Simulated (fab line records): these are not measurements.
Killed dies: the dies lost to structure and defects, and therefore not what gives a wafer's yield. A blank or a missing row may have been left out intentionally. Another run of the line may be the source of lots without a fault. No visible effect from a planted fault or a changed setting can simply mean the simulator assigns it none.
Split-lot study || flow n5-finfet || 21 wafers read from 7 lots, route of 1938 steps

== SPLIT DETAILS ==
At N5_BEOL_M11_EXPOSE_08 (exposes mask M11), the setting dose-mj was moved away from the recipe's 53.75 on 4 of the 21 wafers read, by -3.3% to +5.4%. This setting was run at the recipe's value on the other wafers.

== FROM THE SPLIT TO THE READING: what the file shows between them, 20 steps ==
- N5_BEOL_M11_PEB_09: peb time 60 s
- N5_BEOL_M11_DEVELOP_10: develop time 30 s
- N5_BEOL_M11_CD_MEAS_11: target cd 64.1 nm
- N5_BEOL_M11_DESCUM_16: chemistry O2, time 7.9 s
- N5_BEOL_M11_ETCH_61: etches SiARC in CF4, target depth 39 nm, time 65 s
- N5_BEOL_M11_ETCH_62: etches SOC in N2/H2, target depth 110 nm, overetch 22 nm, time 165 s
- N5_BEOL_M11_STRIP_68: strips in N2/H2
- N5_BEOL_M11_STRIP_67: strips in CF4
- N5_BEOL_M11_HM_OPEN_17: chemistry Cl2/BCl3, target TiN, target depth 20 nm, overetch 6 nm
- N5_BEOL_M11_STRIP_19: strips in O2
- N5_BEOL_M11_CD_MEAS_18: pitch 140 nm, target cd 70 nm
- N5_BEOL_M11_VIA_ETCH_34: etches SiCOH lowk in C4F6/O2, target depth 184.5 nm, time 69.2 s (also split here: time-s)
- N5_BEOL_M11_TRENCH_ETCH_37: etches SiCOH lowk in C4F6/O2, target depth 148.83 nm, time 48 s (also split here: time-s)
- N5_BEOL_M11_ETCH_41: etches SiCN in CH3F/O2, target depth 42.6 nm, time 86 s
- N5_BEOL_M11_STRIP_77: strips in N2/H2, time 10 s
- N5_BEOL_M11_OCD_MEAS_38
- N5_BEOL_M11_HM_STRIP_39: strips TiN in peroxide tin strip, target depth 25 nm, time 158 s
- N5_BEOL_M11_SRD_40: time 30 s
- N5_BEOL_M11_PRECLEAN_42: cleans in residue remover, time 60 s
- N5_BEOL_M11_SRD_43: time 30 s

== THE READING ==
At N5_BEOL_M11_CD_MEAS_35: cd-nm in nanometres, against a target cd of 70 nm. Fault-free wafers of this fab line usually give 69.7 nm, standard deviation 0.66 nm.

{"wafer": "L076.1", "tool, chamber at the split": "arfi-scanner-03, 0", "dose-mj as run": 53.75, "against the recipe": "recipe", "cd-nm, nm": 70.0, "against lot-mates on the recipe": "-"}
{"wafer": "L076.3", "tool, chamber at the split": "arfi-scanner-03, 0", "dose-mj as run": 53.75, "against the recipe": "recipe", "cd-nm, nm": 69.9, "against lot-mates on the recipe": "-"}
{"wafer": "L076.4", "tool, chamber at the split": "arfi-scanner-03, 0", "dose-mj as run": 53.75, "against the recipe": "recipe", "cd-nm, nm": 69.6, "against lot-mates on the recipe": "-"}
{"wafer": "L083.1", "tool, chamber at the split": "arfi-scanner-03, 0", "dose-mj as run": 53.75, "against the recipe": "recipe", "cd-nm, nm": 70.4, "against lot-mates on the recipe": "-"}
{"wafer": "L083.3", "tool, chamber at the split": "arfi-scanner-03, 0", "dose-mj as run": 56.11, "against the recipe": "+4.4%", "cd-nm, nm": 72.3, "against lot-mates on the recipe": "+1.8"}
{"wafer": "L083.4", "tool, chamber at the split": "arfi-scanner-03, 0", "dose-mj as run": 53.75, "against the recipe": "recipe", "cd-nm, nm": 70.5, "against lot-mates on the recipe": "-"}
{"wafer": "L084.1", "tool, chamber at the split": "arfi-scanner-01, 0", "dose-mj as run": 53.75, "against the recipe": "recipe", "cd-nm, nm": 68.9, "against lot-mates on the recipe": "-"}
{"wafer": "L084.3", "tool, chamber at the split": "arfi-scanner-01, 0", "dose-mj as run": 53.75, "against the recipe": "recipe", "cd-nm, nm": 68.8, "against lot-mates on the recipe": "-"}
{"wafer": "L084.5", "tool, chamber at the split": "arfi-scanner-01, 0", "dose-mj as run": 53.75, "against the recipe": "recipe", "cd-nm, nm": 69.5, "against lot-mates on the recipe": "-"}
{"wafer": "L086.1", "tool, chamber at the split": "arfi-scanner-02, 0", "dose-mj as run": 53.75, "against the recipe": "recipe", "cd-nm, nm": 70.6, "against lot-mates on the recipe": "-"}
{"wafer": "L086.2", "tool, chamber at the split": "arfi-scanner-02, 0", "dose-mj as run": 53.75, "against the recipe": "recipe", "cd-nm, nm": 70.0, "against lot-mates on the recipe": "-"}
{"wafer": "L086.6", "tool, chamber at the split": "arfi-scanner-02, 0", "dose-mj as run": 53.75, "against the recipe": "recipe", "cd-nm, nm": 70.9, "against lot-mates on the recipe": "-"}
{"wafer": "L090.1", "tool, chamber at the split": "arfi-scanner-01, 0", "dose-mj as run": 53.75, "against the recipe": "recipe", "cd-nm, nm": 70.0, "against lot-mates on the recipe": "-"}
{"wafer": "L090.4", "tool, chamber at the split": "arfi-scanner-01, 0", "dose-mj as run": 53.75, "against the recipe": "recipe", "cd-nm, nm": 69.4, "against lot-mates on the recipe": "-"}
{"wafer": "L090.6", "tool, chamber at the split": "arfi-scanner-01, 0", "dose-mj as run": 56.67, "against the recipe": "+5.4%", "cd-nm, nm": 72.1, "against lot-mates on the recipe": "+2.4"}
{"wafer": "L096.1", "tool, chamber at the split": "arfi-scanner-03, 0", "dose-mj as run": 53.75, "against the recipe": "recipe", "cd-nm, nm": 68.9, "against lot-mates on the recipe": "-"}
{"wafer": "L096.3", "tool, chamber at the split": "arfi-scanner-03, 0", "dose-mj as run": 53.75, "against the recipe": "recipe", "cd-nm, nm": 69.1, "against lot-mates on the recipe": "-"}
{"wafer": "L096.4", "tool, chamber at the split": "arfi-scanner-03, 0", "dose-mj as run": 53.75, "against the recipe": "recipe", "cd-nm, nm": 70.0, "against lot-mates on the recipe": "-"}
{"wafer": "L097.2", "tool, chamber at the split": "arfi-scanner-01, 0", "dose-mj as run": 53.75, "against the recipe": "recipe", "cd-nm, nm": 70.6, "against lot-mates on the recipe": "-"}
{"wafer": "L097.4", "tool, chamber at the split": "arfi-scanner-01, 0", "dose-mj as run": 51.95, "against the recipe": "-3.3%", "cd-nm, nm": 67.3, "against lot-mates on the recipe": -3.3}
{"wafer": "L097.5", "tool, chamber at the split": "arfi-scanner-01, 0", "dose-mj as run": 51.95, "against the recipe": "-3.3%", "cd-nm, nm": 67.2, "against lot-mates on the recipe": -3.4}

FIT RESULTS
A straight line over all 21 wafers: cd-nm changes by +0.573 nm for each +1% of dose-mj; r = +0.86; the points scatter about the line by 0.66 nm.
The same after taking each lot's own level away (the mean of its wafers on the recipe; 21 wafers): +0.621 nm for each +1%; r = +0.91; scatter 0.55 nm.
On that fit, the largest move of dose-mj shifts the reading by 3.4 nm.
Across the lots, their own levels run from 69.07 to 70.60 nm, a range of 2.3 times the standard deviation given above.
So the lot-to-lot level changes the slope little: the two slopes agree.
Check: +3.77 nm against its lot-mates is what the line predicts for one of the wafers moved furthest among these (+5.4%) when that wafer is left out of the fit. Against them it came out at +2.4 nm.

== THE OTHER SPLITS THESE WAFERS WENT THROUGH ==
These wafers also went through other splits before the reading. Each is held against what the fit with the lots' levels taken away leaves over:
{"other split on the same wafers": "N5_BEOL_M11_VIA_ETCH_34 time-s", "wafers away from the commonest value": 4, "r with cd-nm (lot level and that fit taken away)": "+0.03"}
{"other split on the same wafers": "N5_BEOL_M11_TRENCH_ETCH_37 time-s", "wafers away from the commonest value": 5, "r with cd-nm (lot level and that fit taken away)": "+0.16"}

== THE WHOLE CHAIN: every reading that the file lists as answering this split, in the file's order ==
{"step": "N5_BEOL_M11_CD_MEAS_11", "what it does": "target cd 64.1 nm", "reading": "cd-nm", "change (the file's fit)": "+0.529 nm for each +1% of the setting", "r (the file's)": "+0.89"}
{"step": "N5_BEOL_M11_ETCH_61", "what it does": "etches SiARC in CF4, target depth 39 nm, time 65 s", "reading": "BEOL_M11.cd-offset-nm (the simulator's own value, which no gauge read)", "change (the file's fit)": "+0.564 nm for each +1% of the setting", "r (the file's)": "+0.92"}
{"step": "N5_BEOL_M11_ETCH_62", "what it does": "etches SOC in N2/H2, target depth 110 nm, overetch 22 nm, time 165 s", "reading": "BEOL_M11.cd-offset-nm (the simulator's own value, which no gauge read)", "change (the file's fit)": "+0.537 nm for each +1% of the setting", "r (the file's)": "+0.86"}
{"step": "N5_BEOL_M11_HM_OPEN_17", "what it does": "chemistry Cl2/BCl3, target TiN, target depth 20 nm, overetch 6 nm", "reading": "BEOL_M11.cd-offset-nm (the simulator's own value, which no gauge read)", "change (the file's fit)": "+0.552 nm for each +1% of the setting", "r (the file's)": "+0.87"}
{"step": "N5_BEOL_M11_CD_MEAS_18", "what it does": "pitch 140 nm, target cd 70 nm", "reading": "cd-nm", "change (the file's fit)": "+0.611 nm for each +1% of the setting", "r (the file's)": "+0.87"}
{"step": "N5_BEOL_M11_CD_MEAS_35", "what it does": "target cd 70 nm", "reading": "cd-nm", "change (the file's fit)": "+0.537 nm for each +1% of the setting", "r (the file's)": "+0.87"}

== FILE'S OWN FIT ==
cd-nm changes by +0.537 nm for each +1% of dose-mj, r = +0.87.
